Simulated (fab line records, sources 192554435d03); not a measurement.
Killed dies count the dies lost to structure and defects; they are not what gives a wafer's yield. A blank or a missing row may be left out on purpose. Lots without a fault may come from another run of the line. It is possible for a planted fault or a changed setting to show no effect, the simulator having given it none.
Which of the tools did it? :: flow n5-finfet :: 9 lots, 27 wafers sampled, at 6 steps of a route of 1938

== WHAT THE GAUGES SHOWED, per wafer ==
N5_SD_EPI_P_EPI_MEAS_23. Usual: thk-nm at 61.0 nm, with a standard deviation of 1.1.
lot: L859
measured: day 4 04:44
on: film-metro-01
thk-nm (nm): 60.5 60.2 60.8
flag: 

lot: L860
measured: day 4 08:32
on: film-metro-02
thk-nm (nm): 1.4 0.7 1.3
flag: OFF

lot: L861
measured: day 4 14:08
on: film-metro-02
thk-nm (nm): 2.8 2.4 0.1
flag: OFF

lot: L870
measured: day 7 00:50
on: film-metro-01
thk-nm (nm): 60.9 59.1 61.7
flag: 

lot: L871
measured: day 7 03:26
on: film-metro-01
thk-nm (nm): 59.5 61.3 61.2
flag: 

lot: L872
measured: day 7 08:40
on: film-metro-01
thk-nm (nm): 61.7 61.9 60.4
flag: 

lot: L873
measured: day 7 14:48
on: film-metro-02
thk-nm (nm): 61.9 60.3 61.8
flag: 

lot: L875
measured: day 8 07:43
on: film-metro-01
thk-nm (nm): 59.8 59.8 59.1
flag: 

lot: L878
measured: day 9 09:01
on: film-metro-02
thk-nm (nm): 59.4 57.6 59.4
flag: 

N5_BEOL_M4_RC_MEAS_101. Usual: DIBL_N 36.4 mV/V, standard deviation 1.3; DIBL_P 36.5 mV/V, standard deviation 1.7; IOFF_N 0.154 nA/um, standard deviation 0.022; IOFF_P 0.202 nA/um, standard deviation 0.025; ION_N 671 uA/um, standard deviation 9.8; ION_P 460 uA/um, standard deviation 6.8; SS_N 71.6 mV/dec, standard deviation 0.54; SS_P 73.4 mV/dec, standard deviation 0.58; VT_N 250.9 mV, standard deviation 2.8; VT_P -251.4 mV, standard deviation 2.7.
lot: L859
measured: day 8 14:12
on: prober-02
DIBL_N (mV/V): 39.3 36.8 35.7
DIBL_P (mV/V): 38.5 36.2 34.4
IOFF_N (nA/um): 0.174 0.132 0.116
IOFF_P (nA/um): 0.185 0.155 0.142
ION_N (uA/um): 669 662 657
ION_P (uA/um): 447 446 444
SS_N (mV/dec): 72.4 71.7 71.4
SS_P (mV/dec): 74.5 72.9 73.5
VT_N (mV): 252.2 253.1 258.6
VT_P (mV): -256.8 -256.9 -256.9
flag: 

lot: L870
measured: day 11 21:34
on: prober-02
DIBL_N (mV/V): 35.3 36.9 35.7
DIBL_P (mV/V): 35.9 37.8 35.5
IOFF_N (nA/um): 0.150 0.181 0.150
IOFF_P (nA/um): 0.196 0.220 0.189
ION_N (uA/um): 689 689 674
ION_P (uA/um): 471 467 462
SS_N (mV/dec): 71.5 72.5 71.9
SS_P (mV/dec): 73.8 73.8 73.2
VT_N (mV): 247.1 248.2 249.2
VT_P (mV): -252.5 -249.6 -251.8
flag: 

lot: L871
measured: day 11 21:14
on: prober-01
DIBL_N (mV/V): 37.2 35.0 36.2
DIBL_P (mV/V): 35.4 34.6 35.3
IOFF_N (nA/um): 0.176 0.140 0.156
IOFF_P (nA/um): 0.210 0.197 0.205
ION_N (uA/um): 665 667 663
ION_P (uA/um): 452 457 456
SS_N (mV/dec): 72.6 72.0 71.8
SS_P (mV/dec): 73.9 73.3 73.6
VT_N (mV): 250.9 252.5 250.5
VT_P (mV): -251.1 -249.8 -248.8
flag: 

lot: L872
measured: day 12 01:38
on: prober-01
DIBL_N (mV/V): 33.6 34.6 35.3
DIBL_P (mV/V): 33.9 35.4 36.2
IOFF_N (nA/um): 0.125 0.136 0.144
IOFF_P (nA/um): 0.181 0.197 0.205
ION_N (uA/um): 662 671 667
ION_P (uA/um): 457 463 457
SS_N (mV/dec): 70.7 71.0 71.8
SS_P (mV/dec): 72.4 73.3 73.4
VT_N (mV): 255.2 252.1 253.1
VT_P (mV): -250.4 -249.0 -250.7
flag: 

lot: L873
measured: day 12 04:25
on: prober-01
DIBL_N (mV/V): 34.8 35.5 36.8
DIBL_P (mV/V): 34.5 35.5 36.3
IOFF_N (nA/um): 0.125 0.136 0.145
IOFF_P (nA/um): 0.172 0.194 0.209
ION_N (uA/um): 655 660 659
ION_P (uA/um): 449 458 458
SS_N (mV/dec): 71.9 71.4 71.2
SS_P (mV/dec): 72.9 73.9 73.0
VT_N (mV): 256.1 254.0 250.3
VT_P (mV): -255.7 -254.8 -253.4
flag: 

lot: L875
measured: day 12 18:36
on: prober-01
DIBL_N (mV/V): 35.8 38.0 36.2
DIBL_P (mV/V): 35.5 37.1 35.9
IOFF_N (nA/um): 0.135 0.161 0.139
IOFF_P (nA/um): 0.225 0.260 0.243
ION_N (uA/um): 662 656 655
ION_P (uA/um): 466 461 458
SS_N (mV/dec): 70.9 72.7 71.7
SS_P (mV/dec): 73.0 73.9 73.3
VT_N (mV): 253.4 249.9 252.5
VT_P (mV): -250.0 -247.8 -245.9
flag: 

lot: L878
measured: day 13 22:59
on: prober-01
DIBL_N (mV/V): 34.7 35.0 35.2
DIBL_P (mV/V): 34.7 35.3 36.0
IOFF_N (nA/um): 0.130 0.134 0.145
IOFF_P (nA/um): 0.191 0.199 0.215
ION_N (uA/um): 662 679 672
ION_P (uA/um): 459 466 464
SS_N (mV/dec): 71.6 70.6 71.2
SS_P (mV/dec): 72.5 72.7 72.4
VT_N (mV): 253.3 251.0 250.8
VT_P (mV): -251.2 -248.1 -249.1
flag: 

== TOOL THAT RAN EACH LOT (tool first, then ch and the chambers of the sampled wafers, then the start) ==
lot: L859
N5_SPACER0_ALD_08: ald-sin-01 ch 0,1,2, day 3 19:23
N5_SD_EPI_P_ETCH_37: rie-diel-03 ch 0,1,3, day 4 01:17
N5_SD_EPI_P_ETCHBACK_46: rie-diel-03 ch 0,1,3, day 4 01:36
N5_SD_EPI_P_STRIP_40: plasma-asher-02 ch 0,1, day 4 02:01

lot: L860
N5_SPACER0_ALD_08: ald-sin-04 ch 0,1, day 3 23:37
N5_SD_EPI_P_ETCH_37: rie-diel-01 ch 2,3, day 4 05:03
N5_SD_EPI_P_ETCHBACK_46: rie-diel-01 ch 2,3, day 4 05:23
N5_SD_EPI_P_STRIP_40: plasma-asher-02 ch 0,1, day 4 05:49

lot: L861
N5_SPACER0_ALD_08: ald-sin-04 ch 0,2, day 4 05:22
N5_SD_EPI_P_ETCH_37: rie-diel-01 ch 0,1, day 4 10:41
N5_SD_EPI_P_ETCHBACK_46: rie-diel-01 ch 0,1, day 4 11:01
N5_SD_EPI_P_STRIP_40: plasma-asher-02 ch 0,1, day 4 11:26

lot: L870
N5_SPACER0_ALD_08: ald-sin-04 ch 1,2, day 6 14:28
N5_SD_EPI_P_ETCH_37: rie-diel-01 ch 0,1,2, day 6 20:32
N5_SD_EPI_P_ETCHBACK_46: rie-diel-01 ch 0,1,2, day 6 20:52
N5_SD_EPI_P_STRIP_40: plasma-asher-02 ch 0,1, day 6 21:17

lot: L871
N5_SPACER0_ALD_08: ald-sin-04 ch 0,1,3, day 6 18:01
N5_SD_EPI_P_ETCH_37: rie-diel-01 ch 1,2,3, day 6 23:08
N5_SD_EPI_P_ETCHBACK_46: rie-diel-01 ch 1,2,3, day 6 23:28
N5_SD_EPI_P_STRIP_40: plasma-asher-01 ch 0,1, day 6 23:53

lot: L872
N5_SPACER0_ALD_08: ald-sin-04 ch 0,1,2, day 6 23:01
N5_SD_EPI_P_ETCH_37: rie-diel-01 ch 0,1,3, day 7 04:20
N5_SD_EPI_P_ETCHBACK_46: rie-diel-01 ch 0,1,3, day 7 04:40
N5_SD_EPI_P_STRIP_40: plasma-asher-02 ch 0,1, day 7 05:05

lot: L873
N5_SPACER0_ALD_08: ald-sin-01 ch 1,2, day 7 05:40
N5_SD_EPI_P_ETCH_37: rie-diel-01 ch 1,2,3, day 7 11:20
N5_SD_EPI_P_ETCHBACK_46: rie-diel-01 ch 1,2,3, day 7 11:39
N5_SD_EPI_P_STRIP_40: plasma-asher-02 ch 0,1, day 7 12:04

lot: L875
N5_SPACER0_ALD_08: ald-sin-04 ch 0,1, day 7 20:57
N5_SD_EPI_P_ETCH_37: rie-diel-01 ch 0,2, day 8 03:25
N5_SD_EPI_P_ETCHBACK_46: rie-diel-01 ch 0,2, day 8 03:45
N5_SD_EPI_P_STRIP_40: plasma-asher-01 ch 0,1, day 8 04:10

lot: L878
N5_SPACER0_ALD_08: ald-sin-04 ch 0,2, day 8 22:47
N5_SD_EPI_P_ETCH_37: rie-diel-04 ch 0,1, day 9 04:42
N5_SD_EPI_P_ETCHBACK_46: rie-diel-04 ch 0,1, day 9 05:01
N5_SD_EPI_P_STRIP_40: plasma-asher-02 ch 0,1, day 9 05:28
- N5_SPACER0_ALD_08: deposits SiNx, target thk 2 nm.
- N5_SD_EPI_P_ETCH_37: etches SOC in N2/H2, overetch 108 nm, time 486 s.
- N5_SD_EPI_P_ETCHBACK_46: etches SiNx in CH3F/O2, stops on SiO2, target depth 17.5 nm.
- N5_SD_EPI_P_STRIP_40: strips in N2/H2.

== WHAT THE TOOLS THEMSELVES READ (means of the sampled wafers that have a number; where no wafer has one, the mark that the record gives instead) ==
N5_SPACER0_ALD_08. Usual: heater-power-w 896 W, standard deviation 83; susceptor-temp-C 399.98 C, standard deviation 0.23.
lot: L859
tool: ald-sin-01
heater-power-w (W): 877
susceptor-temp-C (C): 399.79
flag: 

lot: L860
tool: ald-sin-04
heater-power-w (W): 943
susceptor-temp-C (C): 400.19
flag: 

lot: L861
tool: ald-sin-04
heater-power-w (W): 1000
susceptor-temp-C (C): 399.90
flag: 

lot: L870
tool: ald-sin-04
heater-power-w (W): 913
susceptor-temp-C (C): 399.85
flag: 

lot: L871
tool: ald-sin-04
heater-power-w (W): 886
susceptor-temp-C (C): 399.90
flag: 

lot: L872
tool: ald-sin-04
heater-power-w (W): 937
susceptor-temp-C (C): 399.83
flag: 

lot: L873
tool: ald-sin-01
heater-power-w (W): 820
susceptor-temp-C (C): 400.00
flag: 

lot: L875
tool: ald-sin-04
heater-power-w (W): 935
susceptor-temp-C (C): 400.03
flag: 

lot: L878
tool: ald-sin-04
heater-power-w (W): 1010
susceptor-temp-C (C): 400.08
flag: 

N5_SD_EPI_P_ETCH_37. Usual: drypump-motor-current-A 5.5 A, standard deviation 0.4; oes-product-au 0.73 a.u., standard deviation 0.082; rf-vpp-V 241.2 V, standard deviation 1.5; showerhead-plenum-p-Torr 2.57 Torr, standard deviation 0.096; throttle-valve-pct 23.84 %, standard deviation 0.24.
lot: L859
tool: rie-diel-03
drypump-motor-current-A (A): 5.3
oes-product-au (a.u.): 0.77
rf-vpp-V (V): 240.5
showerhead-plenum-p-Torr (Torr): 2.50
throttle-valve-pct (%): 23.81
flag: 

lot: L860
tool: rie-diel-01
drypump-motor-current-A (A): 5.4
oes-product-au (a.u.): 0.77
rf-vpp-V (V): 240.9
showerhead-plenum-p-Torr (Torr): 2.57
throttle-valve-pct (%): 23.78
flag: 

lot: L861
tool: rie-diel-01
drypump-motor-current-A (A): 5.4
oes-product-au (a.u.): 0.82
rf-vpp-V (V): 242.5
showerhead-plenum-p-Torr (Torr): 2.70
throttle-valve-pct (%): 23.80
flag: 

lot: L870
tool: rie-diel-01
drypump-motor-current-A (A): 5.5
oes-product-au (a.u.): 0.73
rf-vpp-V (V): 241.6
showerhead-plenum-p-Torr (Torr): 2.64
throttle-valve-pct (%): 23.80
flag: 

lot: L871
tool: rie-diel-01
drypump-motor-current-A (A): 5.6
oes-product-au (a.u.): 0.73
rf-vpp-V (V): 241.1
showerhead-plenum-p-Torr (Torr): 2.60
throttle-valve-pct (%): 23.65
flag: 

lot: L872
tool: rie-diel-01
drypump-motor-current-A (A): 5.5
oes-product-au (a.u.): 0.79
rf-vpp-V (V): 242.0
showerhead-plenum-p-Torr (Torr): 2.66
throttle-valve-pct (%): 23.67
flag: 

lot: L873
tool: rie-diel-01
drypump-motor-current-A (A): 5.6
oes-product-au (a.u.): 0.73
rf-vpp-V (V): 241.8
showerhead-plenum-p-Torr (Torr): 2.60
throttle-valve-pct (%): 23.66
flag: 

lot: L875
tool: rie-diel-01
drypump-motor-current-A (A): 5.4
oes-product-au (a.u.): 0.67
rf-vpp-V (V): 241.6
showerhead-plenum-p-Torr (Torr): 2.57
throttle-valve-pct (%): 24.10
flag: 

lot: L878
tool: rie-diel-04
drypump-motor-current-A (A): 5.8
oes-product-au (a.u.): 0.65
rf-vpp-V (V): 240.9
showerhead-plenum-p-Torr (Torr): 2.56
throttle-valve-pct (%): 23.81
flag: 

N5_SD_EPI_P_ETCHBACK_46. Usual: CH3F_flow_sccm 30.00 sccm, standard deviation 0.075; O2_flow_sccm 20.00 sccm, standard deviation 0.052; drypump-motor-current-A 5.5 A, standard deviation 0.4; oes-product-au 0.70 a.u., standard deviation 0.079; rf-vpp-V 298 V, standard deviation 3.2; showerhead-plenum-p-Torr 2.03 Torr, standard deviation 0.076; throttle-valve-pct 16.35 %, standard deviation 0.24.
lot: L859
tool: rie-diel-03
CH3F_flow_sccm (sccm): 30.01
O2_flow_sccm (sccm): 20.03
drypump-motor-current-A (A): 5.3
oes-product-au (a.u.): 0.73
rf-vpp-V (V): 295
showerhead-plenum-p-Torr (Torr): 1.97
throttle-valve-pct (%): 16.40
flag: 

lot: L860
tool: rie-diel-01
CH3F_flow_sccm (sccm): -
O2_flow_sccm (sccm): -
drypump-motor-current-A (A): -
oes-product-au (a.u.): -
rf-vpp-V (V): -
showerhead-plenum-p-Torr (Torr): -
throttle-valve-pct (%): -
flag: OFF

lot: L861
tool: rie-diel-01
CH3F_flow_sccm (sccm): -
O2_flow_sccm (sccm): -
drypump-motor-current-A (A): -
oes-product-au (a.u.): -
rf-vpp-V (V): -
showerhead-plenum-p-Torr (Torr): -
throttle-valve-pct (%): -
flag: OFF

lot: L870
tool: rie-diel-01
CH3F_flow_sccm (sccm): 30.00
O2_flow_sccm (sccm): 19.97
drypump-motor-current-A (A): 5.5
oes-product-au (a.u.): 0.70
rf-vpp-V (V): 298
showerhead-plenum-p-Torr (Torr): 2.08
throttle-valve-pct (%): 16.22
flag: 

lot: L871
tool: rie-diel-01
CH3F_flow_sccm (sccm): 29.97
O2_flow_sccm (sccm): 20.04
drypump-motor-current-A (A): 5.6
oes-product-au (a.u.): 0.70
rf-vpp-V (V): 301
showerhead-plenum-p-Torr (Torr): 2.05
throttle-valve-pct (%): 16.21
flag: 

lot: L872
tool: rie-diel-01
CH3F_flow_sccm (sccm): 30.01
O2_flow_sccm (sccm): 20.00
drypump-motor-current-A (A): 5.5
oes-product-au (a.u.): 0.75
rf-vpp-V (V): 300
showerhead-plenum-p-Torr (Torr): 2.10
throttle-valve-pct (%): 16.10
flag: 

lot: L873
tool: rie-diel-01
CH3F_flow_sccm (sccm): 29.97
O2_flow_sccm (sccm): 19.95
drypump-motor-current-A (A): 5.6
oes-product-au (a.u.): 0.70
rf-vpp-V (V): 300
showerhead-plenum-p-Torr (Torr): 2.05
throttle-valve-pct (%): 16.22
flag: 

lot: L875
tool: rie-diel-01
CH3F_flow_sccm (sccm): 30.00
O2_flow_sccm (sccm): 19.97
drypump-motor-current-A (A): 5.4
oes-product-au (a.u.): 0.64
rf-vpp-V (V): 297
showerhead-plenum-p-Torr (Torr): 2.03
throttle-valve-pct (%): 16.47
flag: 

lot: L878
tool: rie-diel-04
CH3F_flow_sccm (sccm): 29.95
O2_flow_sccm (sccm): 19.97
drypump-motor-current-A (A): 5.8
oes-product-au (a.u.): 0.62
rf-vpp-V (V): 303
showerhead-plenum-p-Torr (Torr): 2.02
throttle-valve-pct (%): 16.41
flag: 

N5_SD_EPI_P_STRIP_40. Usual: drypump-motor-current-A 5.6 A, standard deviation 0.41; heater-power-w 335 W, standard deviation 36; oes-product-au 0.761 a.u., standard deviation 0.011.
lot: L859
tool: plasma-asher-02
drypump-motor-current-A (A): 6.1
heater-power-w (W): 306
oes-product-au (a.u.): 0.757
flag: 

lot: L860
tool: plasma-asher-02
drypump-motor-current-A (A): 5.9
heater-power-w (W): 303
oes-product-au (a.u.): 0.770
flag: 

lot: L861
tool: plasma-asher-02
drypump-motor-current-A (A): 6.0
heater-power-w (W): 309
oes-product-au (a.u.): 0.762
flag: 

lot: L870
tool: plasma-asher-02
drypump-motor-current-A (A): 6.0
heater-power-w (W): 315
oes-product-au (a.u.): 0.747
flag: 

lot: L871
tool: plasma-asher-01
drypump-motor-current-A (A): 5.4
heater-power-w (W): 344
oes-product-au (a.u.): 0.758
flag: 

lot: L872
tool: plasma-asher-02
drypump-motor-current-A (A): 5.9
heater-power-w (W): 308
oes-product-au (a.u.): 0.768
flag: 

lot: L873
tool: plasma-asher-02
drypump-motor-current-A (A): 6.0
heater-power-w (W): 311
oes-product-au (a.u.): 0.755
flag: 

lot: L875
tool: plasma-asher-01
drypump-motor-current-A (A): 5.3
heater-power-w (W): 364
oes-product-au (a.u.): 0.750
flag: 

lot: L878
tool: plasma-asher-02
drypump-motor-current-A (A): 6.0
heater-power-w (W): 312
oes-product-au (a.u.): 0.761
flag: 

== THE ANSWER, worked out from the rows above alone ==
Rule: a lot counts as off when the mean over its wafers that have a number is more than 3 standard deviations away from the usual mean. Also off: a lot with no number at a reading for which 4 or more lots have one. Where the step has rows for the other lots, those lots are counted as sound. Order of review: gauges by route order, followed by the tools' own readings, for which a lot's mean as printed above is used. At the first step where some lot is off, the reading lying furthest off is the one used; lots without a number count as furthest.
Off: L860, L861 (N5_SD_EPI_P_EPI_MEAS_23, thk-nm).
A tool fits if, at a process step before that reading, it ran every lot that is off, and no sound lot after the first of them. The gauges at N5_SD_EPI_P_EPI_MEAS_23 aren't tried: what is off there is off at N5_SD_EPI_P_ETCHBACK_46 too, on other tools, and a gauge's error can't cause that. None of those tried fits.

== WHAT WAS PUT IN BY THE SIMULATOR ==
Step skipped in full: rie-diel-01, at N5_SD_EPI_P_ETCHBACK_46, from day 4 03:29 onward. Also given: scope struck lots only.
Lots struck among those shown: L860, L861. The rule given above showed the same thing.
